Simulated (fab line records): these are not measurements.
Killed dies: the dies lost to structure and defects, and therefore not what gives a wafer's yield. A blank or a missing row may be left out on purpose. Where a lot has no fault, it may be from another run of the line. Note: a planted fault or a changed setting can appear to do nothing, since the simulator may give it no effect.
fab line records	flow nand-harc
[record] lots = 15	wafers = 43	last-day = 24
route steps=1159 shown A_SOURCE_PLATE@416 A_ONON_D1@427 END@1159
lots untouched by any fault: they come from a run of this same line in which no faults occurred
start-h: hours from the record's opening day to when the first of the lot's shown wafers began	wait-h: time in hours since the lot's previous step	" as in the row above	L1.1+2: several wafers, shown together as one row	- either no value or no given start	* or withheld: withheld	< > ~ a bound
route shown NAME@n: a module of which the file shows steps, and the number in the route of the first	usual: mean/standard deviation taken from wafers without a fault	same: alike in all rows	chamber/n: place in a boat	sites: readings site by site	_std_site: standard deviation of those values	_edge_site: outer sites' mean less inner sites'	radius-mm: how far each site lies from the wafer's centre	mask NAME#n: copy n	behind: tool/chamber where the wafer was last shaped	hold: why the lot went on hold/how many hours it stayed there/how the hold came to an end	device: names the non-switching transistor (n, p or np)	end of line: tests run on the same wafers once the route is complete	step lacking rows: just its recipe	killed: not the wafer's yield, but the dies lost to structure and defects at the first sort	map: a wafer's dies, marking killed ones x, the rest . and places with no die _
set.NAME: the run value of the setting; set.NAME@STEP: its run value at that earlier step	model.NAME: the simulator's own value behind a step, which no gauge read
one table for each step of the route and one row for each wafer, over a sample of lots
services: a tool's chamber out of use, with start hour (start-h, from the record's first day; less than 0 if before it), hours out, and reason
[[steps]]
[step NHARC_A_SOURCE_PLATE_THK_MEAS_09]
[recipe] thk-meas-gauge = ellipsometry
[usual] thk-nm = 9.8/1
lot.wafer	tool	chamber	start-h	wait-h	thk-nm
L664.1	film-metro-01	-	150.18	0.4	11.7
L664.5	"	-	"	"	9.2
L664.6	"	-	"	"	8.9
L665.2	film-metro-02	-	150.18	0.4	9.6
L665.3	"	-	"	"	8.9
L665.4	"	-	"	"	10.9
L666.1	film-metro-01	-	150.18	0.4	8.4
L666.2	"	-	"	"	9.2
L666.4	"	-	"	"	9.0
L667.2	film-metro-02	-	164.82	0.4	10.5
L667.3	"	-	"	"	8.3
L667.5	"	-	"	"	8.4
L669.2	film-metro-02	-	164.83	0.4	11.5
L669.3	"	-	"	"	10.5
L669.6	"	-	"	"	9.2
L671.2	film-metro-02	-	184.24	0.4	10.3
L671.3	"	-	"	"	12.0
L671.5	"	-	"	"	11.2
L672.3	film-metro-01	-	184.24	0.4	9.1
L672.4	"	-	"	"	10.6
L672.6	"	-	"	"	8.4
L677.2	film-metro-01	-	219.94	0.4	9.2
L677.4	"	-	"	"	9.2
L678.1	film-metro-01	-	219.96	0.4	10.3
L678.5	"	-	"	"	9.7
L680.1	film-metro-02	-	244.44	0.4	9.5
L680.3	"	-	"	"	10.9
L680.5	"	-	"	"	9.4
L682.1	film-metro-02	-	252.67	0.4	10.6
L682.2	"	-	"	"	11.4
L682.4	"	-	"	"	9.4
L684.1	film-metro-01	-	252.68	0.4	10.0
L684.4	"	-	"	"	9.6
L684.6	"	-	"	"	10.0
L685.2	film-metro-02	-	269.67	0.4	9.4
L685.3	"	-	"	"	8.8
L685.6	"	-	"	"	10.0
L687.2	film-metro-01	-	279.28	0.4	10.0
L687.3	"	-	"	"	10.4
L687.5	"	-	"	"	9.5
L686.3	film-metro-01	-	279.29	0.4	10.5
L686.4	"	-	"	"	9.6
L686.6	"	-	"	"	7.4
[step NHARC_A_ONON_D1_THK_MEAS_05]
[recipe] thk-meas-gauge = ellipsometry
[usual] thk-nm = 1001/10
lot.wafer	tool	chamber	start-h	wait-h	thk-nm
L666.1	film-metro-01	-	164.41	-	1002
L666.2	"	-	"	"	1002
L666.4	"	-	"	"	1003
L664.1	film-metro-01	-	164.54	-	1012
L664.5	"	-	"	"	1010
L664.6	"	-	"	"	1011
L665.2	film-metro-01	-	164.77	-	992
L665.3	"	-	"	"	993
L665.4	"	-	"	"	990
L669.2	film-metro-01	-	179.01	-	995
L669.3	"	-	"	"	995
L669.6	"	-	"	"	998
L667.2	film-metro-02	-	179.03	-	991
L667.3	"	-	"	"	990
L667.5	"	-	"	"	989
L671.2	film-metro-02	-	199.45	-	989
L671.3	"	-	"	"	990
L671.5	"	-	"	"	986
L672.3	film-metro-01	-	199.45	-	1020
L672.4	"	-	"	"	1021
L672.6	"	-	"	"	1021
L677.2	film-metro-02	-	234.41	-	1026
L677.4	"	-	"	"	1026
L678.1	film-metro-01	-	234.62	-	1007
L678.5	"	-	"	"	1006
L680.1	film-metro-01	-	258.98	-	986
L680.3	"	-	"	"	984
L680.5	"	-	"	"	987
L682.1	film-metro-02	-	266.76	-	998
L682.2	"	-	"	"	997
L682.4	"	-	"	"	999
L684.1	film-metro-01	-	266.76	-	991
L684.4	"	-	"	"	991
L684.6	"	-	"	"	990
L685.2	film-metro-01	-	284.09	-	1007
L685.3	"	-	"	"	1004
L685.6	"	-	"	"	1006
L687.2	film-metro-01	-	293.68	-	1018
L687.3	"	-	"	"	1017
L687.5	"	-	"	"	1016
L686.3	film-metro-01	-	293.86	-	998
L686.4	"	-	"	"	998
L686.6	"	-	"	"	999
[step NHARC_A_ONON_D1_DEP_25]
[recipe] target-thk-a = 10000	n2-flow-sccm = 2750	n2o-flow-sccm = 2000	nh3-flow-sccm = 500	sih4-flow-sccm = 210	temp-c = 400
lot.wafer	tool	chamber	start-h	wait-h
L664.1+5+6	pecvd-onon-04	0	174.44	0.1
L666.1+2+4	pecvd-onon-03	0	174.45	0.1
L665.2+3+4	pecvd-onon-02	0	174.50	0.1
L669.2+3+6	pecvd-onon-02	0	188.98	0.1
L667.2+3+5	pecvd-onon-04	0	189.03	0.1
L671.2+3+5	pecvd-onon-02	0	207.51	0.1
L672.3+4+6	pecvd-onon-03	0	207.54	0.2
L677.2+4	pecvd-onon-02	0	248.07	0.2
L678.1+5	pecvd-onon-02	0	248.36	0.2
L680.1+3+5	pecvd-onon-02	0	269.07	0.1
L684.1+4+6	pecvd-onon-04	0	277.71	0.1
L682.1+2+4	pecvd-onon-03	0	277.73	0.1
L685.2+3+6	pecvd-onon-04	0	294.18	0.1
L687.2+3+5	pecvd-onon-03	0	303.73	0.1
L686.3+4+6	pecvd-onon-04	0	303.74	0.2
[step NHARC_A_ONON_D1_THK_MEAS_27]
[recipe] thk-meas-gauge = ellipsometry
[usual] thk-nm = 1000/8.1
lot.wafer	tool	chamber	start-h	wait-h	thk-nm
L666.1	film-metro-02	-	174.95	-	998
L666.2	"	-	"	"	997
L666.4	"	-	"	"	996
L665.2	film-metro-01	-	174.96	-	999
L665.3	"	-	"	"	998
L665.4	"	-	"	"	998
L664.1	film-metro-02	-	174.96	-	1016
L664.5	"	-	"	"	1016
L664.6	"	-	"	"	1016
L669.2	film-metro-01	-	189.43	-	986
L669.3	"	-	"	"	988
L669.6	"	-	"	"	988
L667.2	film-metro-01	-	189.49	-	1019
L667.3	"	-	"	"	1021
L667.5	"	-	"	"	1021
L672.3	film-metro-01	-	207.93	-	1004
L672.4	"	-	"	"	1002
L672.6	"	-	"	"	1004
L671.2	film-metro-01	-	207.98	-	997
L671.3	"	-	"	"	997
L671.5	"	-	"	"	996
L677.2	film-metro-02	-	248.52	-	397
L677.4	"	-	"	"	995
L678.1	film-metro-02	-	248.87	-	392
L678.5	"	-	"	"	993
L680.1	film-metro-01	-	269.58	-	397
L680.3	"	-	"	"	995
L680.5	"	-	"	"	995
L684.1	film-metro-01	-	278.22	-	1000
L684.4	"	-	"	"	1001
L684.6	"	-	"	"	999
L682.1	film-metro-02	-	278.26	-	1006
L682.2	"	-	"	"	1008
L682.4	"	-	"	"	1007
L685.2	film-metro-01	-	294.63	-	996
L685.3	"	-	"	"	996
L685.6	"	-	"	"	997
L686.3	film-metro-02	-	304.14	-	1000
L686.4	"	-	"	"	996
L686.6	"	-	"	"	995
L687.2	film-metro-02	-	304.18	-	994
L687.3	"	-	"	"	995
L687.5	"	-	"	"	996
[step NHARC_A_ONON_D1_INSPECT_32]
[usual] raw-defect-count = 75/28
lot.wafer	tool	chamber	start-h	wait-h	raw-defect-count
L666.1	defect-inspect-01	-	176.06	0.0	96
L666.2	"	-	"	"	59
L666.4	"	-	"	"	48
L665.2	defect-inspect-02	-	176.06	0.0	127
L665.3	"	-	"	"	81
L665.4	"	-	"	"	108
L664.1	defect-inspect-01	-	176.07	0.0	52
L664.5	"	-	"	"	41
L664.6	"	-	"	"	47
L669.2	defect-inspect-02	-	190.56	0.0	45
L669.3	"	-	"	"	62
L669.6	"	-	"	"	47
L667.2	defect-inspect-02	-	190.61	0.0	79
L667.3	"	-	"	"	64
L667.5	"	-	"	"	39
L672.3	defect-inspect-01	-	209.35	0.0	63
L672.4	"	-	"	"	55
L672.6	"	-	"	"	35
L671.2	defect-inspect-01	-	209.36	0.0	63
L671.3	"	-	"	"	160
L671.5	"	-	"	"	65
L677.2	defect-inspect-02	-	249.95	0.1	64
L677.4	"	-	"	"	92
L678.1	defect-inspect-02	-	250.20	0.0	36
L678.5	"	-	"	"	59
L680.1	defect-inspect-02	-	270.69	0.0	96
L680.3	"	-	"	"	45
L680.5	"	-	"	"	51
L684.1	defect-inspect-01	-	279.33	0.0	79
L684.4	"	-	"	"	74
L684.6	"	-	"	"	68
L682.1	defect-inspect-02	-	279.36	0.0	61
L682.2	"	-	"	"	67
L682.4	"	-	"	"	52
L685.2	defect-inspect-02	-	295.75	0.0	52
L685.3	"	-	"	"	54
L685.6	"	-	"	"	60
L686.3	defect-inspect-01	-	305.24	0.0	73
L686.4	"	-	"	"	67
L686.6	"	-	"	"	88
L687.2	defect-inspect-01	-	305.31	0.0	67
L687.3	"	-	"	"	49
L687.5	"	-	"	"	33
[step NHARC_END_SORT_01]
[recipe] temp-c = 25
[usual] killed-at-array = 24/8.4	killed-at-other = 0.7/1.1	killed-at-periphery = 2.9/1.7	killed-dies = 27/8.6	killed-open = 3.3/1.8	killed-short = 1.8/1.4
[same] gross-dies = 677
lot.wafer	tool	chamber	start-h	wait-h	killed-at-array	killed-at-other	killed-at-periphery	killed-dies	killed-open	killed-short
L677.2	prober-01	0	508.73	2.8	672	4	1	677	1	4
L677.4	prober-01	0	510.31	3.4	26	1	4	31	4	1
L678.1	prober-01	0	515.60	2.4	670	5	2	677	4	2
L678.5	prober-01	0	518.81	3.7	29	5	4	38	4	2
L680.1	prober-02	0	538.34	2.5	675	0	2	677	5	0
L680.3	prober-02	0	539.94	3.1	37	0	2	39	7	0
L680.5	prober-02	0	541.55	3.7	37	1	1	39	2	1
// killed by level:class
L677.2 A_ONON_D1:area-dep=643 A_CHANNEL_HOLE_D1:chamber-film-flake=14 A_CONTACT:chamber-film-flake=7 THIN_TSV:chamber-film-flake=4 A_WL_FILL:chamber-film-flake=2 P_STI:geometric-particle:short=1 A_CHANNEL_FILL_D1:geometric-particle:short=1 A_WL_FILL:geometric-particle:short=1
L677.4 A_CHANNEL_HOLE_D1:chamber-film-flake=16 P_ZERO_WELL:chamber-film-flake=2 A_CONTACT:chamber-film-flake=2 P_GATE:geometric-particle:open=1 A_ONON_D1:geometric-particle:open=1 A_ONON_D1:geometric-particle:short=1 A_SGD_CUT:geometric-particle:open=1 A_CONTACT:geometric-particle:open=1
L678.1 A_ONON_D1:area-dep=640 A_CHANNEL_HOLE_D1:chamber-film-flake=17 THIN_TSV:chamber-film-flake=5 A_STAIRCASE:chamber-film-flake=3 A_CONTACT:chamber-film-flake=3 A_ZERO_WELL:chamber-film-flake=2 P_M1:geometric-particle:open=1 A_ONON_D1:geometric-particle:short=1
L678.5 A_CHANNEL_HOLE_D1:chamber-film-flake=19 THIN_TSV:chamber-film-flake=5 P_CONTACT:geometric-particle:open=2 A_WL_FILL:geometric-particle:short=2 A_ZERO_WELL:chamber-film-flake=2 A_CHANNEL_FILL_D1:chamber-film-flake=2 A_CHANNEL_HOLE_D1:geometric-particle:open=1 A_CONTACT:geometric-particle:open=1
L680.1 A_ONON_D1:area-dep=646 A_SLIT:chamber-film-flake=14 A_STAIRCASE:chamber-film-flake=5 A_CHANNEL_HOLE_D1:chamber-film-flake=3 A_CONTACT:chamber-film-flake=3 P_M0:geometric-particle:open=1 A_ONON_D1:geometric-particle:open=1 A_WL_FILL:geometric-particle:open=1
L680.3 A_SLIT:chamber-film-flake=21 A_CHANNEL_HOLE_D1:chamber-film-flake=8 A_ONON_D1:geometric-particle:open=3 A_STAIRCASE:chamber-film-flake=2 P_GATE:geometric-particle:open=1 P_M0:geometric-particle:open=1 A_SGD_CUT:geometric-particle:open=1 A_CONTACT:geometric-particle:open=1
L680.5 A_SLIT:chamber-film-flake=20 A_STAIRCASE:chamber-film-flake=5 A_CHANNEL_HOLE_D1:chamber-film-flake=4 A_CONTACT:chamber-film-flake=4 A_CONTACT:geometric-particle:open=1 A_CONTACT:geometric-particle:short=1 A_BLC:geometric-particle:open=1 P_M1:chamber-film-flake=1
[[services]]
tool	chamber	start-h	hours	kind
pecvd-onon-03	-	153.00	13.0	pm
pecvd-onon-04	-	237.00	13.0	pm
pecvd-onon-02	-	292.00	13.0	pm
[[key]]
[first-sign] step = NHARC_A_ONON_D1_THK_MEAS_27	reading = thk-nm	direction = down	sigmas = 75	usual = 1000	struck = 395
[effect] step = NHARC_END_SORT_01	reading = killed-at-array	direction = up	sigmas = 77	usual = 24	struck = 672
[more-kills-born-at] NHARC_A_ONON_D1_DEP_25@pecvd-onon-02 = 1929
met-at NHARC_A_ONON_D1_DEP_25
struck-lots L677,L678,L680
struck-wafers L677.2,L678.1,L680.1
later-rows-left-out L677.2,L678.1,L680.1
tester-left-out L677,L678,L680
not-acting-at NHARC_A_SOURCE_PLATE_THK_MEAS_09,NHARC_A_ONON_D1_THK_MEAS_05,NHARC_A_ONON_D1_INSPECT_32
onset-between 207.51 248.07
[fault] kind = process-parameter-drift	tool = pecvd-onon-02	chamber = -	onset-h = 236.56	steps = NHARC_A_ONON_D1_DEP_25	channel = target-thk-a	offset = *	shape = step	end-h = 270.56	scope = struck-wafers-only	acts-in = *	stated = *
// tester-left-out: of these lots the tester's yield and bins aren't shown, on N5 and GAA mostly nor the transistor test; their killed dies are dies lost to structure and defects alone, not to doping, threshold or leakage, so they don't give the yield
// later-rows-left-out: the simulator's readings of these wafers behind a module that went badly wrong aren't trusted and aren't shown, but for the sort
